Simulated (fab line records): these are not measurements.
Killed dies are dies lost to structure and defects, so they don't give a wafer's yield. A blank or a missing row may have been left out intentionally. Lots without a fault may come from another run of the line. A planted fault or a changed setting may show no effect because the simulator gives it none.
fab line records	flow nand-harc
[record] lots = 6	wafers = 18	last-day = 32
route steps=1302 shown A_STAIRCASE@667
lots that met no fault: taken from a fault-free run of the same line
start-h: hours from the record's first day to the start of the lot's first wafer shown	wait-h: how many hours have passed since the lot's step before this one	" unchanged from the row above	L1.1+2: several wafers, shown together as one row	- either no value or no given start	* or withheld: withheld	< > ~ a bound
route shown NAME@n: a module of which the file shows steps, and the number in the route of the first	usual: average and standard deviation across the fault-free wafers	same: alike in all rows	chamber/n: place in a boat	sites: readings site by site	_std_site: standard deviation of those values	_edge_site: outer sites' mean less inner sites'	radius-mm: how far each site lies from the wafer's centre	mask NAME#n: copy n	behind: tool/chamber where the wafer was last shaped	hold: the reason the lot was held/the length of the hold in hours/how it ended	device: the n, p or np transistor that did not switch	end of line: the route-end tests of the same wafers	a step without rows: its recipe alone	killed: not the wafer's yield, but the dies lost to structure and defects at the first sort	map: a wafer's dies, x killed, . not, _ none there
set.NAME: the setting the step ran with; set.NAME@STEP: the setting that earlier step ran with	model.NAME: the simulator's own value behind a step, which no gauge read
lots at selected steps of the route; one table per step, one row per wafer
services: a tool's chamber out of use, with start hour (start-h, from the record's first day; less than 0 if before it), hours out, and reason
[[steps]]
[step NHARC_A_STAIRCASE_DESCUM_11]
[recipe] time-s = 3	o2-flow-sccm = 200	ar-flow-sccm = 0	bias-power-w = 0	chemistry = O2
[step NHARC_A_STAIRCASE_TRIM_12]
[recipe] time-s = 211.2	o2-flow-sccm = 500	ar-flow-sccm = 0	bias-w = 0	chemistry = O2
[usual] drypump-motor-current-A = 5.9/0.42	oes-product-au = 0.998/0.01	rf-vpp-V = 57.8/0.9	run-length-s = 232.5/0.42	showerhead-plenum-p-Torr = 3.53/0.16	throttle-valve-pct = 17.038/0.0093
lot.wafer	tool	chamber	start-h	wait-h	drypump-motor-current-A	oes-product-au	rf-hours-counter-h	rf-vpp-V	run-length-s	showerhead-plenum-p-Torr	throttle-valve-pct
L618.3	rie-diel-06	2	369.68	0.1	5.1	0.975	21	59.5	232.9	3.53	17.044
L618.6	"	3	"	"	6.0	0.983	-	58.6	232.5	3.51	17.045
L618.4	"	1	"	"	6.2	1.000	-	57.2	232.1	3.48	17.020
L621.1	rie-diel-06	0	432.86	0.1	6.1	1.000	41	57.6	232.2	3.57	17.052
L621.4	"	1	"	"	6.2	1.004	39	57.3	232.2	3.47	17.052
L621.6	"	2	"	"	5.0	0.996	-	58.2	232.9	3.52	17.024
L625.2	rie-diel-06	2	453.07	0.1	5.1	0.983	45	57.4	233.3	3.51	17.043
L625.4	"	3	"	"	6.0	0.995	54	57.8	233.1	3.49	17.047
L625.5	"	0	"	"	6.1	0.999	-	57.6	232.4	3.56	17.031
L630.3	rie-diel-11	3	486.52	0.2	5.9	1.007	14	57.3	231.5	3.44	17.038
L630.4	"	1	"	"	6.1	1.009	14	57.0	232.1	3.80	17.028
L630.6	"	2	"	"	5.5	1.006	-	57.5	232.9	3.77	17.033
L633.4	rie-diel-07	2	531.34	0.2	5.7	0.990	19	58.7	232.8	3.70	17.042
L633.6	"	3	"	"	5.6	0.983	-	57.8	231.7	3.42	17.044
L633.5	"	0	"	"	6.2	0.994	-	58.1	232.5	3.34	17.048
L637.3	rie-diel-07	1	571.81	0.2	6.7	1.024	33	58.5	232.6	3.29	17.050
L637.2	"	2	"	"	5.7	1.013	30	56.8	233.1	3.69	17.028
L637.4	"	3	"	"	5.6	0.988	30	58.9	232.1	3.42	17.036
[step NHARC_A_STAIRCASE_ETCH_13]
[recipe] target-depth-a = 1000	time-s = 40.5	ion-energy-ev = 400	c4f8-flow-sccm = 20	o2-flow-sccm = 10	ar-flow-sccm = withheld	rf-w = 600	bias-w = 1000	chemistry = C4F8/O2
[usual] oes-product-au = 0.938/0.014	rf-vpp-V = 896/5.8
lot.wafer	tool	chamber	start-h	wait-h	oes-product-au	rf-hours-counter-h	rf-vpp-V
L618.3	rie-diel-06	3	-	-	0.933	20	895
L618.4	"	2	"	"	0.911	-	896
L618.6	"	3	"	"	0.932	-	893
L621.4	rie-diel-06	2	-	-	0.931	36	895
L621.1	"	0	"	"	0.961	41	898
L621.6	"	2	"	"	0.937	-	896
L625.4	rie-diel-06	0	-	-	0.936	51	897
L625.2	"	2	"	"	0.927	45	897
L625.5	"	1	"	"	0.935	-	892
L630.4	rie-diel-11	2	-	-	0.933	8	905
L630.3	"	3	"	"	0.939	14	893
L630.6	"	2	"	"	0.927	-	906
L633.4	rie-diel-07	1	-	-	0.959	19	888
L633.6	"	2	"	"	0.941	-	901
L633.5	"	3	"	"	0.914	-	891
L637.2	rie-diel-07	3	-	-	0.931	30	892
L637.4	"	0	"	"	0.946	35	889
L637.3	"	1	"	"	0.945	33	887
[step NHARC_A_STAIRCASE_TRIM_14]
[recipe] time-s = 211.2	o2-flow-sccm = 500	ar-flow-sccm = 0	bias-w = 0	chemistry = O2
[step NHARC_A_STAIRCASE_ETCH_15]
[recipe] target-depth-a = 1000	time-s = 40.5	ion-energy-ev = 400	c4f8-flow-sccm = 20	o2-flow-sccm = 10	ar-flow-sccm = withheld	rf-w = 600	bias-w = 1000	chemistry = C4F8/O2
[usual] oes-product-au = 0.940/0.011	rf-vpp-V = 896/5.6
lot.wafer	tool	chamber	start-h	wait-h	oes-product-au	rf-hours-counter-h	rf-vpp-V
L618.3	rie-diel-06	3	-	-	0.935	21	896
L618.4	"	1	"	"	0.959	-	894
L618.6	"	2	"	"	0.927	-	895
L621.4	rie-diel-06	3	-	-	0.941	43	895
L621.1	"	0	"	"	0.946	41	899
L621.6	"	2	"	"	0.930	-	896
L625.4	rie-diel-06	0	-	-	0.939	52	896
L625.2	"	2	"	"	0.931	45	894
L625.5	"	0	"	"	0.940	-	897
L630.3	rie-diel-11	0	-	-	0.931	14	903
L630.4	"	1	"	"	0.935	15	906
L630.6	"	3	"	"	0.944	-	893
L633.4	rie-diel-07	0	-	-	0.938	20	888
L633.5	"	3	"	"	0.933	-	892
L633.6	"	0	"	"	0.934	-	890
L637.3	rie-diel-07	2	-	-	0.955	31	901
L637.4	"	3	"	"	0.947	30	893
L637.2	"	0	"	"	0.956	35	889
[step NHARC_A_STAIRCASE_TRIM_16]
[recipe] time-s = 211.2	o2-flow-sccm = 500	ar-flow-sccm = 0	bias-w = 0	chemistry = O2
[step NHARC_A_STAIRCASE_ETCH_17]
[recipe] target-depth-a = 1000	time-s = 40.5	ion-energy-ev = 400	c4f8-flow-sccm = 20	o2-flow-sccm = 10	ar-flow-sccm = withheld	rf-w = 600	bias-w = 1000	chemistry = C4F8/O2
[step NHARC_A_STAIRCASE_TRIM_18]
[recipe] time-s = 211.2	o2-flow-sccm = 500	ar-flow-sccm = 0	bias-w = 0	chemistry = O2
[step NHARC_A_STAIRCASE_ETCH_19]
[recipe] target-depth-a = 1000	time-s = 40.5	ion-energy-ev = 400	c4f8-flow-sccm = 20	o2-flow-sccm = 10	ar-flow-sccm = withheld	rf-w = 600	bias-w = 1000	chemistry = C4F8/O2
[usual] oes-product-au = 0.941/0.011	rf-vpp-V = 896/5.9
lot.wafer	tool	chamber	start-h	wait-h	oes-product-au	rf-hours-counter-h	rf-vpp-V
L618.3	rie-diel-06	3	-	-	0.945	21	895
L618.4	"	2	"	"	0.926	-	895
L618.6	"	1	"	"	0.943	-	896
L621.4	rie-diel-06	0	-	-	0.948	41	898
L621.1	"	1	"	"	0.933	40	893
L621.6	"	1	"	"	0.935	-	893
L625.2	rie-diel-06	1	-	-	0.941	48	894
L625.4	"	2	"	"	0.924	46	895
L625.5	"	0	"	"	0.936	-	897
L630.3	rie-diel-11	3	-	-	0.943	15	894
L630.4	"	0	"	"	0.929	15	904
L630.6	"	2	"	"	0.937	-	905
L633.4	rie-diel-07	0	-	-	0.965	21	889
L633.5	"	3	"	"	0.947	-	893
L633.6	"	0	"	"	0.964	-	891
L637.4	rie-diel-07	2	-	-	0.949	31	902
L637.3	"	3	"	"	0.932	31	892
L637.2	"	1	"	"	0.953	34	887
[step NHARC_A_STAIRCASE_TRIM_20]
[recipe] time-s = 211.2	o2-flow-sccm = 500	ar-flow-sccm = 0	bias-w = 0	chemistry = O2
[step NHARC_A_STAIRCASE_ETCH_21]
[recipe] target-depth-a = 1000	time-s = 40.5	ion-energy-ev = 400	c4f8-flow-sccm = 20	o2-flow-sccm = 10	ar-flow-sccm = withheld	rf-w = 600	bias-w = 1000	chemistry = C4F8/O2
[step NHARC_A_STAIRCASE_TRIM_22]
[recipe] time-s = 211.2	o2-flow-sccm = 500	ar-flow-sccm = 0	bias-w = 0	chemistry = O2
[usual] drypump-motor-current-A = 5.9/0.43	oes-product-au = 0.997/0.01	rf-vpp-V = 57.7/1	run-length-s = 232.5/0.41	showerhead-plenum-p-Torr = 3.51/0.14	throttle-valve-pct = 17.036/0.0092
lot.wafer	tool	chamber	start-h	wait-h	drypump-motor-current-A	oes-product-au	rf-hours-counter-h	rf-vpp-V	run-length-s	showerhead-plenum-p-Torr	throttle-valve-pct
L618.4	rie-diel-07	0	371.11	-	6.3	0.993	24	58.1	232.7	3.37	17.038
L618.3	"	1	"	"	6.7	1.019	25	58.0	233.1	3.33	17.032
L618.6	"	0	"	"	6.3	0.996	-	58.1	232.4	3.37	17.034
L621.4	rie-diel-07	0	434.16	-	6.2	0.983	43	59.1	293.7	3.36	17.029
L621.1	"	2	"	"	5.7	0.992	46	56.8	233.2	3.72	17.027
L621.6	"	3	"	"	5.6	0.996	-	57.5	232.2	3.44	17.037
L625.2	rie-diel-07	0	454.98	-	6.2	0.986	51	57.3	294.3	3.36	17.034
L625.4	"	3	"	"	5.6	0.992	55	57.9	232.5	3.44	17.038
L625.5	"	1	"	"	6.7	1.012	-	57.1	233.2	3.32	17.033
L630.3	rie-diel-11	0	488.52	-	6.3	0.982	15	58.9	232.7	3.72	17.061
L630.4	"	3	"	"	5.9	1.008	15	57.4	231.6	3.44	17.049
L630.6	"	1	"	"	6.2	1.002	-	59.3	232.8	3.80	17.033
L633.4	rie-diel-07	3	532.59	-	5.6	0.993	20	57.9	232.0	3.42	17.041
L633.6	"	3	"	"	5.6	0.982	-	57.3	231.7	3.42	17.039
L633.5	"	0	"	"	6.2	0.999	-	58.2	232.5	3.34	17.018
L637.4	rie-diel-07	1	573.09	-	6.7	1.006	34	57.8	233.1	3.29	17.036
L637.3	"	2	"	"	5.7	0.997	31	57.8	233.0	3.69	17.037
L637.2	"	0	"	"	6.2	0.999	35	57.5	232.6	3.34	17.030
[step NHARC_A_STAIRCASE_ETCH_23]
[recipe] target-depth-a = 1000	time-s = 40.5	ion-energy-ev = 400	c4f8-flow-sccm = 20	o2-flow-sccm = 10	ar-flow-sccm = withheld	rf-w = 600	bias-w = 1000	chemistry = C4F8/O2
[usual] oes-product-au = 0.944/0.012	rf-vpp-V = 895/5.2
lot.wafer	tool	chamber	start-h	wait-h	oes-product-au	rf-hours-counter-h	rf-vpp-V
L618.3	rie-diel-07	1	-	-	0.970	25	889
L618.4	"	2	"	"	0.960	29	904
L618.6	"	3	"	"	0.969	-	893
L621.4	rie-diel-07	2	-	-	0.960	46	902
L621.1	"	3	"	"	0.942	47	893
L621.6	"	3	"	"	0.940	-	893
L625.4	rie-diel-07	2	-	-	0.945	59	903
L625.2	"	3	"	"	0.938	55	893
L625.5	"	2	"	"	0.934	-	901
L630.4	rie-diel-11	0	-	-	0.933	15	903
L630.3	"	2	"	"	0.961	8	904
L630.6	"	0	"	"	0.930	-	902
L633.4	rie-diel-07	0	-	-	0.949	21	888
L633.6	"	3	"	"	0.923	-	892
L633.5	"	0	"	"	0.952	-	888
L637.3	rie-diel-07	3	-	-	0.937	31	892
L637.4	"	1	"	"	0.959	34	888
L637.2	"	2	"	"	0.944	31	901
[[services]]
tool	chamber	start-h	hours	kind
rie-diel-07	0	352.25	-	clean
rie-diel-07	1	352.25	-	clean
rie-diel-07	2	352.25	-	clean
rie-diel-07	3	352.25	-	clean
rie-diel-06	0	361.16	15.7	repair
rie-diel-07	0	379.52	-	clean
rie-diel-07	1	379.52	-	clean
rie-diel-07	2	379.52	-	clean
rie-diel-07	3	379.52	-	clean
rie-diel-11	0	392.78	2.9	repair
rie-diel-07	0	404.02	-	clean
rie-diel-07	1	404.02	-	clean
rie-diel-07	2	404.02	-	clean
rie-diel-07	3	404.02	-	clean
rie-diel-06	1	426.34	5.9	repair
rie-diel-06	2	426.38	3.7	repair
rie-diel-07	0	428.59	-	clean
rie-diel-07	1	428.59	-	clean
rie-diel-11	-	433.04	9.0	pm
rie-diel-07	-	471.25	9.0	pm
rie-diel-06	-	484.33	9.0	pm
rie-diel-11	-	521.51	1.2	repair
rie-diel-07	3	535.55	3.8	repair
rie-diel-06	1	570.09	5.1	repair
[[key]]
[first-sign] step = NHARC_A_STAIRCASE_TRIM_22	reading = run-length-s	direction = up	sigmas = 99+	usual = *	struck = *
effect none on later readings
met-at NHARC_A_STAIRCASE_TRIM_22
struck-wafers L621.4,L625.2
later-rows-left-out L621.4,L625.2
sort-left-out L621.4,L625.2
tester-left-out L621,L625
onset-between 371.11 434.16
[fault] kind = process-parameter-drift	tool = rie-diel-07	chamber = 0	onset-h = 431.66	steps = NHARC_A_STAIRCASE_TRIM_22	channel = time-s	offset = *	shape = step	end-h = 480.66	acts-in = *	stated = *
// tester-left-out: of these lots the tester's yield and bins aren't shown, on N5 and GAA mostly nor the transistor test; their killed dies are dies lost to structure and defects alone, not to doping, threshold or leakage, so they don't give the yield
// sort-left-out: the simulated sort isn't trusted on such a fault, so these wafers' sort isn't shown, and their yield isn't known
// later-rows-left-out: the simulator's readings of these wafers behind a module that went badly wrong aren't trusted and aren't shown, but for the sort
